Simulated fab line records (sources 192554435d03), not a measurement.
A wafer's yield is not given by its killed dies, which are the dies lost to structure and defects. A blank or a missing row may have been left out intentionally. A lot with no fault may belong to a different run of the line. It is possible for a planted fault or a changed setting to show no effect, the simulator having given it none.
Split-lot study ; flow n5 finfet ; 21 wafers read from 7 lots, route of 1938 steps

== ABOUT THE SPLIT ==
At N5_BEOL_M4_EXPOSE_08 (exposes mask M4), the setting dose mj was moved away from the recipe's 41.25 on 6 of the 21 wafers read, by -6.4% to +7.4%. The other wafers ran this setting at the recipe's value.

== FROM THE SPLIT TO THE READING: what the file shows between them, 13 steps ==
- N5_BEOL_M4_PEB_09: peb time 60 s
- N5_BEOL_M4_DEVELOP_10: develop time 30 s
- N5_BEOL_M4_DESCUM_16: chemistry O2, time 7 s
- N5_BEOL_M4_ETCH_74: etches underlayer in N2/H2, target depth 6.5 nm, time 5.2 s
- N5_BEOL_M4_ETCH_63: etches SiARC in CF4, target depth 15.6 nm, time 26 s
- N5_BEOL_M4_ETCH_64: etches SOC in N2/H2, target depth 75 nm, overetch 22.5 nm, time 121.9 s
- N5_BEOL_M4_STRIP_65: strips in N2/H2
- N5_BEOL_M4_STRIP_75: strips in N2/H2
- N5_BEOL_M4_STRIP_66: strips in CF4
- N5_BEOL_M4_HM_OPEN_17: chemistry Cl2/BCl3, target TiN, target depth 20 nm, overetch 6 nm
- N5_BEOL_M4_STRIP_19: strips in O2
- N5_BEOL_M4_PRECLEAN_42: cleans in residue remover, time 60 s
- N5_BEOL_M4_SRD_43: time 30 s

== THE READING ==
cd nm, in nm, at N5_BEOL_M4_CD_MEAS_35 (target cd 18 nm, target cd y 22.4 nm). On this fab line, fault-free wafers typically give 18.0 nm with a standard deviation of 0.31 nm.

wafer;tool, chamber at the split;dose mj as run;against the recipe;cd nm, nm;against lot-mates on the recipe
L075.1;euv scanner-01, 0;41.25;recipe;18.0;-
L075.3;euv scanner-01, 0;38.63;-6.4%;16.8;-1.2
L075.4;euv scanner-01, 0;38.63;-6.4%;16.4;-1.6
L077.1;euv scanner-02, 0;39.69;-3.8%;17.3;+0.0
L077.2;euv scanner-02, 0;41.25;recipe;17.3;-
L077.6;euv scanner-02, 0;39.69;-3.8%;17.1;-0.2
L083.3;euv scanner-02, 0;43.43;+5.3%;18.9;+0.5
L083.4;euv scanner-02, 0;41.25;recipe;18.4;-
L083.6;euv scanner-02, 0;41.25;recipe;18.3;-
L090.1;euv scanner-02, 0;41.25;recipe;18.0;-
L090.4;euv scanner-02, 0;41.25;recipe;17.8;-
L090.5;euv scanner-02, 0;41.25;recipe;17.8;-
L091.1;euv scanner-02, 0;41.25;recipe;17.9;-
L091.4;euv scanner-02, 0;41.25;recipe;18.1;-
L091.5;euv scanner-02, 0;41.25;recipe;18.1;-
L094.3;euv scanner-01, 0;41.25;recipe;17.7;-
L094.5;euv scanner-01, 0;41.25;recipe;17.6;-
L094.6;euv scanner-01, 0;41.25;recipe;17.9;-
L095.2;euv scanner-02, 0;41.25;recipe;18.4;-
L095.4;euv scanner-02, 0;41.25;recipe;18.5;-
L095.6;euv scanner-02, 0;44.3;+7.4%;19.8;+1.4

THE FIT
A straight line over all 21 wafers: cd nm changes by +0.218 nm for each +1% of dose mj; r = +0.92; the points scatter about the line by 0.3 nm.
The same after taking each lot's own level away (the mean of its wafers on the recipe; 21 wafers): +0.164 nm for each +1%; r = +0.90; scatter 0.24 nm.
According to that fit, moving dose mj by its largest amount changes the reading by 1.2 nm.
The span of the lots' own levels, 17.30 to 18.45 nm, comes to 3.7 times the standard deviation stated above.
So the slope is not independent of the lot-to-lot level: the two fits are not the same.
Check: +1.15 nm against its lot-mates is what the line predicts for one of the wafers moved furthest among these (+7.4%) when that wafer is left out of the fit. Against them it came out at +1.35 nm.

== OTHER SPLITS ON THESE WAFERS ==
Before the reading, these wafers also passed through other splits. Each is held against what the fit with the lots' levels taken away leaves over:
other split on the same wafers;wafers away from the commonest value;r with cd nm (lot level and that fit taken away)
N5_BEOL_M3_VIA_ETCH_34 time s;6;+0.27
N5_BEOL_M3_TRENCH_ETCH_37 bias w;6;+0.21
N5_BEOL_M4_COAT_62 spin rpm;8;-0.43

== THE WHOLE CHAIN: every reading that the file lists as answering this split, in the file's order ==
step;what it does;reading;change (the file's fit);r (the file's)
N5_BEOL_M4_ETCH_74;etches underlayer in N2/H2, target depth 6.5 nm, time 5.2 s;BEOL_M4.cd offset nm (the simulator's own value, which no gauge read);+0.19 nm for each +1% of the setting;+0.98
N5_BEOL_M4_ETCH_63;etches SiARC in CF4, target depth 15.6 nm, time 26 s;BEOL_M4.cd offset nm (the simulator's own value, which no gauge read);+0.183 nm for each +1% of the setting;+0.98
N5_BEOL_M4_HM_OPEN_17;chemistry Cl2/BCl3, target TiN, target depth 20 nm, overetch 6 nm;BEOL_M4.cd offset nm (the simulator's own value, which no gauge read);+0.199 nm for each +1% of the setting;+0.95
N5_BEOL_M4_CD_MEAS_35;target cd 18 nm, target cd y 22.4 nm;cd nm;+0.161 nm for each +1% of the setting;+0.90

== FILE'S OWN FIT ==
cd nm changes by +0.161 nm for each +1% of dose mj, r = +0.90.
